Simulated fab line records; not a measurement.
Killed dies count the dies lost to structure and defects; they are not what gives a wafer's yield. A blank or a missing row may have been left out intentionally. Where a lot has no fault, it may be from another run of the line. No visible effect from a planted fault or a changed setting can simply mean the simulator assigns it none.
A lot that was struck, set against a sound lot | flow nandHarc | 15 steps out of a route of 1302
Sound: the wafers L452.2, L452.3, L452.6. Struck: wafer L465.4 (left out: L465.1, L465.3 of the same lot, which were not struck); the cause appears at the end.
For every step that has rows: the tool of each side, followed by ch and its chambers, followed by its first start. Under that, the readings that differ: sound wafers | struck wafers | difference of the means | sigmas: that difference in standard deviations of wafers without a fault.
alike: words and numbers the same on both sides, and readings whose means are apart by under 2 such deviations; not compared: readings that were withheld, readings missing a value for some wafer, numbers with overlapping values and no deviation given by the record, and bounds like >300 which may hide the same value.
A row with sigmas, a row that says differs or no value, or rows on one side alone: a step with any of these is where the two part. Numbers that have no deviation but don't overlap get no sigmas and don't part them. Lack of a reading on every wafer of one side parts them only where that side has two or more wafers.

first, 5 steps without rows for these wafers: NHARC_A_CHANNEL_HOLE_D1_SOFTBAKE_05 (time 55 s); NHARC_A_CHANNEL_HOLE_D1_EBR_06; NHARC_A_CHANNEL_HOLE_D1_EXPOSE_07 (exposes mask HOLE D1, target cd 100 nm); NHARC_A_CHANNEL_HOLE_D1_PEB_08 (peb time 65 s); NHARC_A_CHANNEL_HOLE_D1_DEVELOP_09 (develop time 35 s).
NHARC_A_CHANNEL_HOLE_D1_CD_MEAS_10: target cd 100 nm.
  sound on cdSem-02 ch 0, day 9 21:29; struck on cdSem-03 ch 0, day 15 08:23
  alike: cdNm
NHARC_A_CHANNEL_HOLE_D1_OVL_MEAS_11:
  sound: overlay-01 at day 9 21:35; struck: overlay-01 at day 15 08:28
  alike: overlayXNm, overlayYNm
NHARC_A_CHANNEL_HOLE_D1_INSPECT_12:
  sound: defectInspect-01 at day 9 21:37; struck: defectInspect-01 at day 15 08:30
  alike: rawDefectCount
NHARC_A_CHANNEL_HOLE_D1_DESCUM_15: chemistry O2, time 3 s.
  sound on rieDiel-01 ch 1,2, day 9 21:41; struck on rieDiel-01 ch 1, day 15 08:34
  alike: drypumpMotorCurrentA, oesProductAu, rfVppV, showerheadPlenumPTorr, throttleValvePct
  not compared: rfHoursCounterH
NHARC_A_CHANNEL_HOLE_D1_ETCH_38: etches the open film in CF4, target depth 39 nm, time 65 s.
  sound on rieDiel-01 ch 1,2,3, day 9 21:46; struck on rieDiel-01 ch 3, day 15 08:39
reading              | sound                | struck | difference | sigmas
throttleValvePct (%) | 13.302 13.294 13.289 | 13.263 | -0.032     | -3
  alike: drypumpMotorCurrentA, oesProductAu, rfVppV, showerheadPlenumPTorr
  not compared: rfHoursCounterH
NHARC_A_CHANNEL_HOLE_D1_ETCH_39: etches the open film in N2/H2, target depth 260 nm, time 325 s.
  sound: rieDiel-01 ch 0,1,2; struck: rieDiel-01 ch 0
  alike: drypumpMotorCurrentA, oesProductAu, rfVppV, showerheadPlenumPTorr, throttleValvePct
  not compared: rfHoursCounterH
NHARC_A_CHANNEL_HOLE_D1_ETCH_34: etches the open film in CF4/CHF3, target depth 154 nm, time 77 s.
  sound: rieDiel-01 ch 1,3; struck: rieDiel-01 ch 0
reading                  | sound       | struck | difference | sigmas
drypumpMotorCurrentA (A) | 5.6 5.4 5.4 | 6.3    | +0.8       | +2
  alike: oesProductAu, rfVppV, showerheadPlenumPTorr, throttleValvePct
  not compared: rfHoursCounterH
NHARC_A_CHANNEL_HOLE_D1_ETCH_16: etches the open film in O2/COS, target depth 3100 nm, time 806 s.
  sound on rieDiel-01 ch 0,1,3, day 9 22:19; struck on rieDiel-01 ch 0, day 15 09:05
reading             | sound             | struck | difference | sigmas
oesProductAu (a.u.) | 1.016 0.985 1.002 | 0.827  | -0.174     | -12
  alike: drypumpMotorCurrentA, rfVppV, showerheadPlenumPTorr, throttleValvePct
  not compared: rfHoursCounterH
NHARC_A_CHANNEL_HOLE_D1_CD_MEAS_18:
  sound: cdSem-03 at day 9 22:47; struck: cdSem-01 at day 15 09:40
  alike: cdNm
-- jump in the record: it breaks off in module A_CHANNEL_HOLE_D1 and resumes in module END (first step shown: number 1302 of the route), and 16 days separate the struck wafers' starts before and after --
NHARC_END_SORT_01:
  at this point the record logs the struck wafers (prober-02 ch 0, day 31 04:01) and has no rows for the sound ones

## WHERE THEY PART
Earliest at NHARC_A_CHANNEL_HOLE_D1_ETCH_38; latest, in this record, at NHARC_END_SORT_01.

WHY: whatever the simulator had introduced
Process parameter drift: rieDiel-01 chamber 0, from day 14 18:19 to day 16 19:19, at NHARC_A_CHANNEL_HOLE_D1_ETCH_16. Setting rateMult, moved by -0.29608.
